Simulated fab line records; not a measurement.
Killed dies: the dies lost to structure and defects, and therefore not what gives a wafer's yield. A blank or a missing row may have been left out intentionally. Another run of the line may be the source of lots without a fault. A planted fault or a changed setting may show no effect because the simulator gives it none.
fab line records    flow nandHarc
record lots=5  wafers=15  lastDay=24
route steps=1159 shown A_WL_FILL@831 A_CONTACT@840 END@1159
lots untouched by any fault: they come from a run of this same line in which no faults occurred
startH: start of the lot's first displayed wafer, in hours after the record's first day    waitH: time in hours since the lot's previous step    " unchanged from the row above    L1.1+2: several wafers, shown together as one row    - no value, or no start given    * or withheld: withheld    < > ~ a bound
route shown NAME@n: a module of which the file shows steps, and the number in the route of the first    usual: mean/standard deviation taken from wafers without a fault    same: alike in all rows    chamber/n: place in a boat    sites: per-site readings    _std_site: how widely they spread, as a standard deviation    _edge_site: inner sites' mean taken away from outer sites' mean    radiusMm: for every site, how far away it sits from the centre of the wafer    mask NAME#n: copy n    behind: the last tool/chamber to shape the wafer    hold: cause of the lot's hold/its duration in hours/its outcome    device: whichever transistor did not switch (one of n, p or np)    end of line: tests of these same wafers at the route's end    a step given without rows: its recipe and nothing more    killed: at the first sort, the dies lost to defects and structure; wafer yield is something else    map: shows each die of a wafer: x if killed, . if not, _ if none is there
set.NAME: the setting as run; set.NAME@STEP: as run at that earlier step    model.NAME: the simulator's own value behind a step, which no gauge read
lots at some steps of the route; a table a step, a row a wafer
services: a tool's chamber out of use, with start hour (startH, from the record's first day; less than 0 if before it), hours out, and reason
## steps
# step NHARC_A_WL_FILL_SRD_14
# step NHARC_A_WL_FILL_ALD_19
# recipe targetThkA=20  pulseTimeS=3  aldCycles=100  tempC=450  material=TiN
# step NHARC_A_WL_FILL_CVD_20
# recipe targetThkA=750  tempC=300  pressureTorr=40  wf6FlowSccm=40  h2FlowSccm=1600  arFlowSccm=1560  timeS=5064  material=W
# step NHARC_A_WL_FILL_CMP_12
# recipe tOverpolishS=30  targetThkNm=75
# step NHARC_A_WL_FILL_SRD_31
# step NHARC_A_WL_FILL_INSPECT_15
# usual rawDefectCount=373/110
lot.wafer  tool              chamber  startH  waitH  rawDefectCount
L144.1     defectInspect-02  -        371.36  0.0    278
L144.3     "                 -        "       "      268
L144.4     "                 -        "       "      342
L145.1     defectInspect-02  -        421.04  0.0    329
L145.2     "                 -        "       "      285
L145.5     "                 -        "       "      365
L151.3     defectInspect-01  -        454.62  0.0    333
L151.4     "                 -        "       "      288
L151.6     "                 -        "       "      490
L159.1     defectInspect-01  -        485.20  0.0    608
L159.3     "                 -        "       "      508
L159.4     "                 -        "       "      564
L160.3     defectInspect-02  -        499.85  0.0    424
L160.5     "                 -        "       "      477
L160.6     "                 -        "       "      536
# step NHARC_A_CONTACT_DEP_24
# recipe targetThkA=5000  tempC=400  pressureTorr=6.5  rfW=900  teosFlowSccm=161.4  flowSccm=2650  targetThkNm=500  gas=O2  material=SiO2
# usual heaterPowerW=534/98  throttleValvePct=15.9/0.53
lot.wafer  tool      chamber  startH  waitH  heaterPowerW  throttleValvePct
L144.1     pecvd-02  1        371.43  0.1    528           16.1
L144.3     "         0        "       "      542           16.6
L144.4     "         0        "       "      548           16.5
L145.1     pecvd-02  1        421.11  0.1    620           15.9
L145.2     "         0        "       "      556           16.7
L145.5     "         1        "       "      472           16.3
L151.3     pecvd-02  2        454.75  0.1    510           14.9
L151.6     "         2        "       "      551           15.0
L151.4     "         0        "       "      511           16.7
L159.3     pecvd-01  0        485.33  0.1    585           15.4
L159.1     "         1        "       "      513           15.6
L159.4     "         2        "       "      630           15.7
L160.3     pecvd-02  2        499.91  0.1    444           15.2
L160.5     "         0        "       "      581           17.2
L160.6     "         1        "       "      567           16.5
# step NHARC_A_CONTACT_DEP_28
# recipe targetThkA=36000  tempC=400  material=aC
# step NHARC_A_CONTACT_DEP_29
# recipe targetThkA=700  targetThkNm=70  tempC=400  pressureTorr=3.5  flowSccm=200  rfW=350  material=SiON
# usual heaterPowerW=725/100
lot.wafer  tool      chamber  startH  waitH  heaterPowerW
L144.1     pecvd-02  0        378.11  2.2    768
L144.3     "         2        "       "      728
L144.4     "         1        "       "      767
L145.1     pecvd-02  0        424.96  1.8    693
L145.2     "         1        "       "      761
L145.5     "         2        "       "      662
L151.3     pecvd-04  1        459.69  1.2    593
L151.4     "         0        "       "      556
L151.6     "         2        "       "      822
L159.3     pecvd-01  2        490.20  1.2    995
L159.1     "         0        "       "      784
L159.4     "         0        "       "      770
L160.3     pecvd-04  2        502.76  1.1    743
L160.6     "         1        "       "      685
L160.5     "         0        "       "      597
# step NHARC_A_CONTACT_DEHYDRATE_32
# recipe tempC=150  timeS=120
# step NHARC_A_CONTACT_HMDS_33
# recipe timeS=30
# step NHARC_A_CONTACT_COAT_34
# recipe tempC=260  timeS=75
# step NHARC_A_CONTACT_COAT_35
# recipe tempC=225  timeS=65
# step NHARC_A_CONTACT_COAT_36
# recipe spinRpm=1500  resistThkNm=90
# step NHARC_A_CONTACT_SOFTBAKE_37
# recipe tempC=105  timeS=55
# step NHARC_A_CONTACT_EBR_38
# step NHARC_A_CONTACT_EXPOSE_39
# recipe na=1.35  sigmaOuter=0.8  doseMj=58.79  maskId=A_CC_3
# step NHARC_A_CONTACT_PEB_40
# recipe pebTempC=100  pebTimeS=65
# step NHARC_A_CONTACT_DEVELOP_41
# recipe developTimeS=35  devTempC=23
# step NHARC_A_CONTACT_CD_MEAS_42
# recipe targetCdNm=200  landingEnergyEv=500
# usual cdNm=199.9/0.53
# same landingEnergyEv=500
lot.wafer  tool      chamber  startH  waitH  cdNm
L144.1     cdSem-02  0        378.83  -      200.1
L144.3     "         0        "       "      200.3
L144.4     "         0        "       "      200.8
L145.1     cdSem-03  0        425.68  -      199.6
L145.2     "         0        "       "      200.0
L145.5     "         0        "       "      200.0
L151.3     cdSem-01  0        460.39  -      200.5
L151.4     "         0        "       "      199.8
L151.6     "         0        "       "      199.6
L159.1     cdSem-03  0        490.76  -      199.5
L159.3     "         0        "       "      199.9
L159.4     "         0        "       "      199.4
L160.3     cdSem-02  0        503.46  -      200.6
L160.5     "         0        "       "      200.1
L160.6     "         0        "       "      199.6
# step NHARC_A_CONTACT_OVL_MEAS_43
# usual overlayXNm=0.1/0.8  overlayYNm=0.0/0.72
lot.wafer  tool        chamber  startH  waitH  overlayXNm  overlayYNm
L144.1     overlay-02  -        378.92  -      0.2         1.5
L144.3     "           -        "       "      -0.3        0.7
L144.4     "           -        "       "      0.2         1.1
L145.1     overlay-01  -        425.78  -      0.6         0.1
L145.2     "           -        "       "      0.6         0.8
L145.5     "           -        "       "      0.0         -0.1
L151.3     overlay-01  -        460.47  -      0.7         0.0
L151.4     "           -        "       "      0.9         -0.4
L151.6     "           -        "       "      0.7         -0.3
L159.1     overlay-01  -        490.85  -      -0.3        0.2
L159.3     "           -        "       "      0.1         0.6
L159.4     "           -        "       "      -0.3        0.0
L160.3     overlay-02  -        503.54  -      0.5         0.8
L160.5     "           -        "       "      0.9         0.2
L160.6     "           -        "       "      1.0         0.5
# step NHARC_A_CONTACT_INSPECT_44
# usual rawDefectCount=26/12
lot.wafer  tool              chamber  startH  waitH  rawDefectCount
L144.1     defectInspect-02  -        378.96  0.0    14
L144.3     "                 -        "       "      8
L144.4     "                 -        "       "      10
L145.1     defectInspect-01  -        425.81  0.0    9
L145.2     "                 -        "       "      7
L145.5     "                 -        "       "      5
L151.3     defectInspect-02  -        460.52  0.1    36
L151.4     "                 -        "       "      26
L151.6     "                 -        "       "      27
L159.1     defectInspect-01  -        490.89  0.0    37
L159.3     "                 -        "       "      24
L159.4     "                 -        "       "      46
L160.3     defectInspect-02  -        503.58  0.0    43
L160.5     "                 -        "       "      52
L160.6     "                 -        "       "      62
# step NHARC_A_CONTACT_DESCUM_47
# recipe timeS=3  o2FlowSccm=200  arFlowSccm=0  biasPowerW=0  chemistry=O2
# step NHARC_A_CONTACT_ETCH_48
# recipe targetDepthA=390  overEtchFrac=0.3  timeS=65  ionEnergyEv=80  cf4FlowSccm=150  arFlowSccm=0  rfW=300  biasW=100  chemistry=CF4
# step NHARC_A_CONTACT_ETCH_49
# recipe targetDepthA=2600  overEtchFrac=0.3  timeS=475.3  ionEnergyEv=200  n2FlowSccm=150  h2FlowSccm=150  arFlowSccm=0  rfW=400  biasW=150  chemistry=N2/H2
# step NHARC_A_CONTACT_ETCH_50
# recipe targetDepthA=847  timeS=42.4  cf4FlowSccm=100  chf3FlowSccm=30  arFlowSccm=0  rfW=500  biasW=200  chemistry=CF4/CHF3
# step NHARC_A_CONTACT_ETCH_51
# recipe targetDepthA=36000  overEtchFrac=0.3  timeS=936  ionEnergyEv=150  o2FlowSccm=400  cosFlowSccm=20  arFlowSccm=0  rfW=500  biasW=300  chemistry=O2/COS
# usual drypumpMotorCurrentA=5.5/0.32  oesProductAu=1.000/0.0083  rfVppV=313.2/2.3  showerheadPlenumPTorr=3.06/0.15  throttleValvePct=28.329/0.0095
lot.wafer  tool        chamber  startH  waitH  drypumpMotorCurrentA  oesProductAu  rfHoursCounterH  rfVppV  showerheadPlenumPTorr  throttleValvePct
L144.1     rieDiel-10  0        -       -      5.3                   1.020         6                314.6   3.14                   28.344
L144.3     "           2        "       "      5.7                   1.006         8                311.2   2.91                   28.318
L144.4     "           3        "       "      5.5                   1.013         7                314.4   3.16                   28.341
L145.1     rieDiel-10  3        -       -      5.4                   0.997         22               315.6   3.16                   28.353
L145.2     "           0        "       "      5.3                   1.016         24               313.3   3.13                   28.323
L145.5     "           0        "       "      5.3                   1.008         -                313.1   3.13                   28.340
L151.3     rieDiel-11  3        -       -      5.2                   0.998         14               312.3   2.90                   28.328
L151.4     "           1        "       "      5.7                   1.013         14               309.9   2.89                   28.317
L151.6     "           2        "       "      5.9                   0.999         -                311.6   2.92                   28.323
L159.3     rieDiel-10  2        -       -      5.7                   0.998         44               310.7   2.90                   28.337
L159.4     "           3        "       "      5.4                   1.005         42               315.0   3.15                   28.338
L159.1     "           0        "       "      5.3                   1.003         49               314.1   3.12                   28.329
L160.3     rieDiel-11  1        -       -      5.6                   0.999         24               310.3   2.89                   28.331
L160.5     "           2        "       "      5.9                   0.988         -                311.4   2.91                   28.328
L160.6     "           3        "       "      5.2                   0.998         -                309.1   2.89                   28.338
# step NHARC_A_CONTACT_ETCH_111
# recipe sourceW=withheld  pressureMtorr=20  biasV=withheld  timeS=140  targetDepthA=7000  arFlowSccm=withheld  c4f8FlowSccm=withheld  o2FlowSccm=withheld  chemistry=C4F8/O2/Ar
# step NHARC_A_CONTACT_ETCH_112
# recipe sourceW=withheld  pressureMtorr=20  biasV=3000  timeS=94  targetDepthA=9220  arFlowSccm=withheld  c4f8FlowSccm=withheld  o2FlowSccm=withheld  chemistry=C4F8/O2/Ar
# step NHARC_A_CONTACT_ETCH_113
# recipe sourceW=withheld  pressureMtorr=20  biasV=3000  timeS=94  targetDepthA=9220  arFlowSccm=withheld  c4f8FlowSccm=withheld  o2FlowSccm=withheld  chemistry=C4F8/O2/Ar
# step NHARC_A_CONTACT_ETCH_114
# recipe sourceW=withheld  pressureMtorr=20  biasV=3000  timeS=94  targetDepthA=9220  arFlowSccm=withheld  c4f8FlowSccm=withheld  o2FlowSccm=withheld  chemistry=C4F8/O2/Ar
lot.wafer  tool           chamber  startH  waitH  rfHoursCounterH
L144.1     harCapEtch-01  0        380.93  0.1    55
L144.3     "              1        "       "      -
L144.4     "              0        "       "      -
L145.2     harCapEtch-01  0        427.98  0.1    63
L145.1     "              1        "       "      63
L145.5     "              0        "       "      -
L151.4     harCapEtch-01  0        462.32  0.1    -
L151.3     "              1        "       "      -
L151.6     "              1        "       "      -
L159.1     harCapEtch-02  1        492.60  0.1    29
L159.4     "              1        "       "      -
L159.3     "              0        "       "      -
L160.3     harCapEtch-03  0        505.33  0.1    -
L160.6     "              1        "       "      -
L160.5     "              0        "       "      -
# step NHARC_A_CONTACT_ETCH_115
# recipe sourceW=withheld  pressureMtorr=20  biasV=3000  timeS=94  targetDepthA=9220  arFlowSccm=withheld  c4f8FlowSccm=withheld  o2FlowSccm=withheld  chemistry=C4F8/O2/Ar
# step NHARC_A_CONTACT_ETCH_116
# recipe sourceW=withheld  pressureMtorr=20  biasV=3000  timeS=94  targetDepthA=9220  arFlowSccm=withheld  c4f8FlowSccm=withheld  o2FlowSccm=withheld  chemistry=C4F8/O2/Ar
lot.wafer  tool           chamber  startH  waitH  rfHoursCounterH
L144.1     harCapEtch-01  0        381.17  0.1    55
L144.3     "              1        "       "      -
L144.4     "              0        "       "      -
L145.2     harCapEtch-01  0        428.16  0.1    63
L145.1     "              1        "       "      63
L145.5     "              0        "       "      -
L151.4     harCapEtch-01  0        462.50  0.1    -
L151.3     "              1        "       "      -
L151.6     "              1        "       "      -
L159.1     harCapEtch-02  1        492.78  0.1    29
L159.4     "              1        "       "      -
L159.3     "              0        "       "      -
L160.3     harCapEtch-03  0        505.51  0.1    -
L160.6     "              1        "       "      -
L160.5     "              0        "       "      -
# step NHARC_A_CONTACT_ETCH_117
# recipe sourceW=withheld  pressureMtorr=20  biasV=3000  timeS=94  targetDepthA=9220  arFlowSccm=withheld  c4f8FlowSccm=withheld  o2FlowSccm=withheld  chemistry=C4F8/O2/Ar
# step NHARC_A_CONTACT_ETCH_118
# recipe sourceW=withheld  pressureMtorr=20  biasV=3000  timeS=94  targetDepthA=9220  arFlowSccm=withheld  c4f8FlowSccm=withheld  o2FlowSccm=withheld  chemistry=C4F8/O2/Ar
# step NHARC_A_CONTACT_ETCH_119
# recipe sourceW=withheld  pressureMtorr=20  biasV=3000  timeS=94  targetDepthA=9220  arFlowSccm=withheld  c4f8FlowSccm=withheld  o2FlowSccm=withheld  chemistry=C4F8/O2/Ar
# step NHARC_A_CONTACT_ETCH_120
# recipe sourceW=withheld  pressureMtorr=20  biasV=3000  timeS=94  targetDepthA=9220  arFlowSccm=withheld  c4f8FlowSccm=withheld  o2FlowSccm=withheld  chemistry=C4F8/O2/Ar
# step NHARC_A_CONTACT_ETCH_121
# recipe sourceW=withheld  pressureMtorr=20  biasV=3000  timeS=94  targetDepthA=9220  arFlowSccm=withheld  c4f8FlowSccm=withheld  o2FlowSccm=withheld  chemistry=C4F8/O2/Ar
lot.wafer  tool           chamber  startH  waitH  rfHoursCounterH
L144.1     harCapEtch-01  0        381.63  0.1    56
L144.3     "              1        "       "      -
L144.4     "              0        "       "      -
L145.2     harCapEtch-01  0        428.61  0.1    63
L145.1     "              1        "       "      63
L145.5     "              0        "       "      -
L151.4     harCapEtch-01  0        462.95  0.1    -
L151.3     "              1        "       "      -
L151.6     "              1        "       "      -
L159.1     harCapEtch-02  1        493.24  0.1    30
L159.4     "              1        "       "      -
L159.3     "              0        "       "      -
L160.3     harCapEtch-03  0        505.97  0.1    -
L160.6     "              1        "       "      -
L160.5     "              0        "       "      -
# step NHARC_END_SORT_01
# recipe tempC=25
# usual killedAtArray=25/9.5  killedAtOther=0.8/1.2  killedAtPeriphery=3.4/2.2  killedDies=29/10  killedOpen=3.3/1.8  killedShort=2.1/1.4
# same grossDies=677
lot.wafer  tool       chamber  startH  waitH  killedAtArray  killedAtOther  killedAtPeriphery  killedDies  killedOpen  killedShort
L144.4     prober-02  0        459.70  3.4    10             0              4                  14          0           3
L145.1     prober-01  0        495.30  2.5    668            0              2                  670         5           2
L151.3     prober-02  0        536.95  3.1    25             1              5                  31          5           4
L151.4     prober-02  0        537.76  3.4    24             5              7                  36          1           3
L151.6     prober-02  0        539.38  4.0    26             2              2                  30          4           1
L160.3     prober-01  0        577.28  3.1    35             1              4                  40          6           2
L160.5     prober-01  0        578.86  3.7    33             1              5                  39          1           0
L160.6     prober-01  0        579.66  4.0    53             0              5                  58          5           2
# killed by level:class
L144.4 A_CHANNEL_FILL_D1:chamberFilmFlake=3 A_CHANNEL_HOLE_D1:chamberFilmFlake=2 P_GATE:geometricParticle:short=1 A_ONON_D1:geometricParticle:short=1 A_CHANNEL_FILL_D1:geometricParticle:short=1 P_GATE:chamberFilmFlake=1 P_M0:chamberFilmFlake=1 P_BONDPAD:chamberFilmFlake=1
L145.1 A_CONTACT:areaDep=660 A_M0:geometricParticle:open=3 P_M0:geometricParticle:open=2 A_CHANNEL_HOLE_D1:chamberFilmFlake=2 A_ONON_D1:geometricParticle:short=1 A_SGD_CUT:geometricParticle:short=1 A_WL_FILL:chamberFilmFlake=1
L151.3 A_CHANNEL_HOLE_D1:chamberFilmFlake=5 A_SLIT:chamberFilmFlake=4 A_WL_FILL:geometricParticle:short=3 A_WL_FILL:geometricParticle:open=3 P_M1:chamberFilmFlake=3 A_STAIRCASE:chamberFilmFlake=3 A_ZERO_WELL:chamberFilmFlake=2 A_CONTACT:chamberFilmFlake=2
L151.4 A_SLIT:chamberFilmFlake=12 THIN_TSV:chamberFilmFlake=5 P_M1:chamberFilmFlake=4 A_CHANNEL_HOLE_D1:chamberFilmFlake=3 A_STAIRCASE:chamberFilmFlake=3 P_CONTACT:geometricParticle:open=1 A_CHANNEL_HOLE_D1:geometricParticle:short=1 A_WL_FILL:geometricParticle:short=1
L151.6 A_SLIT:chamberFilmFlake=17 A_CHANNEL_HOLE_D1:chamberFilmFlake=3 THIN_TSV:chamberFilmFlake=2 P_CONTACT:geometricParticle:open=1 A_CHANNEL_HOLE_D1:geometricParticle:open=1 A_WL_FILL:geometricParticle:open=1 A_CONTACT:geometricParticle:open=1 A_CONTACT:geometricParticle:short=1
L160.3 A_CHANNEL_HOLE_D1:chamberFilmFlake=12 A_SLIT:chamberFilmFlake=9 A_CONTACT:chamberFilmFlake=4 P_ZERO_WELL:chamberFilmFlake=3 A_SGD_CUT:geometricParticle:short=2 A_WL_FILL:geometricParticle:open=2 A_ONON_D1:geometricParticle:open=1 A_SGD_CUT:geometricParticle:open=1
L160.5 A_CHANNEL_HOLE_D1:chamberFilmFlake=19 A_SLIT:chamberFilmFlake=6 A_CONTACT:chamberFilmFlake=5 P_ZERO_WELL:chamberFilmFlake=3 A_WL_FILL:geometricParticle:open=1 P_STI:chamberFilmFlake=1 P_GATE:chamberFilmFlake=1 A_STAIRCASE:chamberFilmFlake=1
L160.6 A_CHANNEL_HOLE_D1:chamberFilmFlake=19 A_SLIT:chamberFilmFlake=17 A_CONTACT:chamberFilmFlake=4 P_ZERO_WELL:chamberFilmFlake=3 A_CHANNEL_FILL_D1:chamberFilmFlake=3 A_ONON_D1:geometricParticle:open=2 A_STAIRCASE:chamberFilmFlake=2 P_M0:geometricParticle:open=1
# map L145.1 (x killed, . not)
____________x____________
_________xxxxxxx_________
_______xxxxxxxxxxx_______
______xxxxxxxxxxxxx______
_____xxxxxxxxxxxxxxx_____
____xxxxxxxxxxxxxxxx.____
____xxxxxxxxxxxxxxxxx____
___xxxxxxxxxxxxxxxxxxx___
___xxxxxxxx.xxxxxxxxxx___
__xxxxxxxxxxxxxxxxxxxxx__
__xxxxxxxxxxxxxxxxxxxxx__
_xxxxxxxxxxxxxxxxxxxxxxx_
_xxxxxxxxxxxxxxxxxxxxxxx_
_xxxxxxxxxxxxxxxxxxxxxxx_
_xxxxxxxxxxxxxxxxxxxxxxx_
_xxxxxxxxxxxxxxxxxxxxxxx_
xxxxxxxxxxxxxxxxxxxxxxxxx
xxxxxxxxxxxxxxxxxxxxxxxxx
xxxx.xxxxxxxxxxxxxxxxxxxx
xxxxxxxxxxxxxxxxxxxxxxxxx
xxxxxxxxxxxxxxxxxxxxxxxx.
_xxxxxxxxxxxxxxxxxxxxxxx_
_xx.xxxxxxxxxxxxxxxxxxxx_
_xxxxxxxxxxxxxxxxxxxxxxx_
_xxxxxxxxxxxxxxxxxxxxxxx_
_xxxxxxxxxxxxxxxxxxxxxxx_
__xxxxxxxxxxxxxxxxxxxxx__
__xxxxxx.xxxxxxxxxxxxxx__
___xxxxxxxxxxxxxxxxxxx___
___xxxxxxxxxxxxxxxxxxx___
____xxxxxxxxxxxxxxxxx____
____xxxxxxxxxxxxxxxxx____
_____xxxxxxxxxxxxxxx_____
______xxxxxxxxxxxxx______
_______xxxxxxxx.xx_______
_________xxxxxxx_________
____________x____________
# map L144.1 (x killed, . not)
____________x____________
_________..x...._________
_______..........._______
______.............______
_____..............._____
____.................____
____.................____
___...................___
___...................___
__.....x...............__
__...........x.........__
_........x............x._
_......................._
_.........x............._
_......................._
_......................._
............x.x..........
.....x...................
..........x..............
.........x...............
.................x.......
_.............x........._
_......................._
_......................._
_......................._
_......................._
__.....................__
__.....................__
___...................___
___...................___
____...x.............____
____.........x.......____
_____..............._____
______......x.....x______
_______..........._______
_________x......_________
____________.____________
## services
tool           chamber  startH  hours  kind
pecvd-02       0        347.53  -      clean
pecvd-02       1        347.53  -      clean
pecvd-02       2        347.53  -      clean
rieDiel-10     -        353.62  9.0    pm
rieDiel-10     0        353.62  9.0    ventCycle
rieDiel-10     1        353.62  9.0    ventCycle
rieDiel-10     2        353.62  9.0    ventCycle
rieDiel-10     3        353.62  9.0    ventCycle
rieDiel-10     0        362.62  -      clean
rieDiel-10     1        362.62  -      clean
rieDiel-10     2        362.62  -      clean
rieDiel-10     3        362.62  -      clean
pecvd-01       0        363.24  29.6   repair
rieDiel-11     -        366.50  9.0    pm
pecvd-04       1        367.63  4.7    repair
pecvd-04       -        376.42  13.0   pm
rieDiel-11     3        384.36  7.9    repair
rieDiel-10     0        387.23  -      clean
harCapEtch-02  -        403.29  0.7    repair
harCapEtch-02  -        409.52  0.7    repair
pecvd-01       -        418.11  13.0   pm
rieDiel-10     -        424.08  0.6    repair
rieDiel-10     3        470.73  5.4    repair
pecvd-02       -        493.84  0.9    repair
## key
firstSign step=NHARC_END_SORT_01  reading=killedAtArray  direction=up  sigmas=67  usual=25  struck=668
effect step=NHARC_END_SORT_01  reading=killedDies  direction=up  sigmas=62  usual=29  struck=670
moreKillsBornAt NHARC_A_CONTACT_DEP_29@pecvd-02=660
metAt NHARC_A_CONTACT_DEP_29
struckWafers L145.1
laterRowsLeftOut L145.1
testerLeftOut L145
onsetBetween 378.11 424.96
fault kind=processParameterDrift  tool=pecvd-02  chamber=0  onsetH=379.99  steps=NHARC_A_CONTACT_DEP_29  channel=targetThkA  offset=*  shape=step  actsIn=*  stated=*
# testerLeftOut: of these lots the tester's yield and bins aren't shown, on N5 and GAA mostly nor the transistor test; their killed dies are dies lost to structure and defects alone, not to doping, threshold or leakage, so they don't give the yield
# laterRowsLeftOut: the simulator's readings of these wafers behind a module that went badly wrong aren't trusted and aren't shown, but for the sort
